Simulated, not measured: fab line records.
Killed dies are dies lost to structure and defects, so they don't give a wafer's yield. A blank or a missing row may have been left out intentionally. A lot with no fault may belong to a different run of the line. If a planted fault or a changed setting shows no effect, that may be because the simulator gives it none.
Matching of chambers    flow n5_finfet    4 sister chambers for N5_BEOL_M8_DESCUM_16 on rie_diel-04
The step chemistry O2, time 7.9 s. 4 wafers are shown with their chamber, then 8 later ones without.

## WAFERS PAIRED WITH THEIR CHAMBERS
wafer   chamber  showerhead_plenum_p_Torr (Torr)
L088.1  1        2.24
L090.5  0        2.02
L090.6  3        2.13
L092.2  2        2.01

## WAFERS MISSING THEIR CHAMBER
wafer   showerhead_plenum_p_Torr (Torr)
L092.3  2.23
L092.5  2.01
L096.3  2.13
L096.5  2.13
L096.6  2.01
L097.1  2.23
L097.2  2.13
L097.6  2.13

## CHAMBER TAKEN BY EACH
wafer    from the rows above   in truth
L092.3   1                     1
L092.5   2                     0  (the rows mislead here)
L096.3   3                     3
L096.5   3                     3
L096.6   2                     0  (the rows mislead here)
L097.1   1                     1
L097.2   3                     3
L097.6   3                     3
Placed correctly: 6 of 8. Number that these rows cannot place: 0. Wrongly placed: 2.
How it was worked out, from the rows above alone: a wafer's distance from a chamber is the root of the sum, over the readings, of the square of ((its reading less the chamber's mean) divided by the reading's scatter). The wafer belongs to the nearest chamber; if the next one is less than 2 further off, it can't be placed. Each chamber's mean is taken over the wafers shown for it. The scatter: root of mean squared gap, hidden wafer to nearest shown wafer, with one shown wafer a chamber.
